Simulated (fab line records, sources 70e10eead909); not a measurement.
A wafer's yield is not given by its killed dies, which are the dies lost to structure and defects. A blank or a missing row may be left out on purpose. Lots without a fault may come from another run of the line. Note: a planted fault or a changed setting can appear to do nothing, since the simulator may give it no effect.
Chamber matching :: flow nand_harc :: NHARC_A_BLC_ALD_23 on ald_metal-01: 4 sister chambers
The step deposits TiN, target thk 3 nm, pulse time 1 s, ald cycles 150. 8 wafers are shown with their chamber, then 9 later ones without.

WAFERS, EACH WITH ITS CHAMBER
wafer: L078.3
chamber: 1
heater_power_w (W): 1136
precursor_pulse_height_rel: 0.997

wafer: L081.1
chamber: 0
heater_power_w (W): 1119
precursor_pulse_height_rel: 0.986

wafer: L081.5
chamber: 0
heater_power_w (W): 1092
precursor_pulse_height_rel: 0.972

wafer: L085.4
chamber: 3
heater_power_w (W): 1013
precursor_pulse_height_rel: 1.047

wafer: L085.6
chamber: 1
heater_power_w (W): 1070
precursor_pulse_height_rel: 1.005

wafer: L089.3
chamber: 2
heater_power_w (W): 1236
precursor_pulse_height_rel: 0.957

wafer: L089.4
chamber: 3
heater_power_w (W): 1033
precursor_pulse_height_rel: 0.960

wafer: L089.6
chamber: 2
heater_power_w (W): 1234
precursor_pulse_height_rel: 0.983

WAFERS WITHOUT THEIR CHAMBER
wafer: L093.1
heater_power_w (W): 1069
precursor_pulse_height_rel: 1.005

wafer: L093.2
heater_power_w (W): 1053
precursor_pulse_height_rel: 0.959

wafer: L093.6
heater_power_w (W): 1056
precursor_pulse_height_rel: 1.005

wafer: L091.2
heater_power_w (W): 1051
precursor_pulse_height_rel: 1.016

wafer: L091.3
heater_power_w (W): 1069
precursor_pulse_height_rel: 0.956

wafer: L091.5
heater_power_w (W): 1054
precursor_pulse_height_rel: 1.011

wafer: L095.2
heater_power_w (W): 1073
precursor_pulse_height_rel: 0.980

wafer: L095.3
heater_power_w (W): 1076
precursor_pulse_height_rel: 0.982

wafer: L095.6
heater_power_w (W): 1088
precursor_pulse_height_rel: 1.022

THE CHAMBER EACH PASSED THROUGH
wafer: L093.1
from the rows above: can't be placed: 1 or 0 or 3
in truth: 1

wafer: L093.2
from the rows above: can't be placed: 3 or 0 or 1
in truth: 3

wafer: L093.6
from the rows above: can't be placed: 3 or 1 or 0
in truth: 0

wafer: L091.2
from the rows above: can't be placed: 3 or 1 or 0
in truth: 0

wafer: L091.3
from the rows above: can't be placed: 0 or 1 or 3
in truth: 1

wafer: L091.5
from the rows above: can't be placed: 3 or 1 or 0
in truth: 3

wafer: L095.2
from the rows above: can't be placed: 0 or 1 or 3
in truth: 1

wafer: L095.3
from the rows above: can't be placed: 0 or 1 or 3
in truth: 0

wafer: L095.6
from the rows above: can't be placed: 1 or 0 or 3
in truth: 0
Placed correctly: 0 of 9. Unplaceable from these rows: 9, with the true chamber sitting among the candidates in 9. Wrongly placed: 0.
How it was worked out, from the rows above alone: a wafer's distance from a chamber is the root of the sum, over the readings, of the square of ((its reading less the chamber's mean) divided by the reading's scatter). If the next closest chamber is less than 2 further off than the closest, the wafer can't be placed; otherwise it belongs to the closest. A chamber's mean is the mean of its shown wafers. The scatter is the square root of a quotient: the sum, over the shown wafers, of each reading's squared deviation from its chamber's mean, divided by wafers minus chambers.
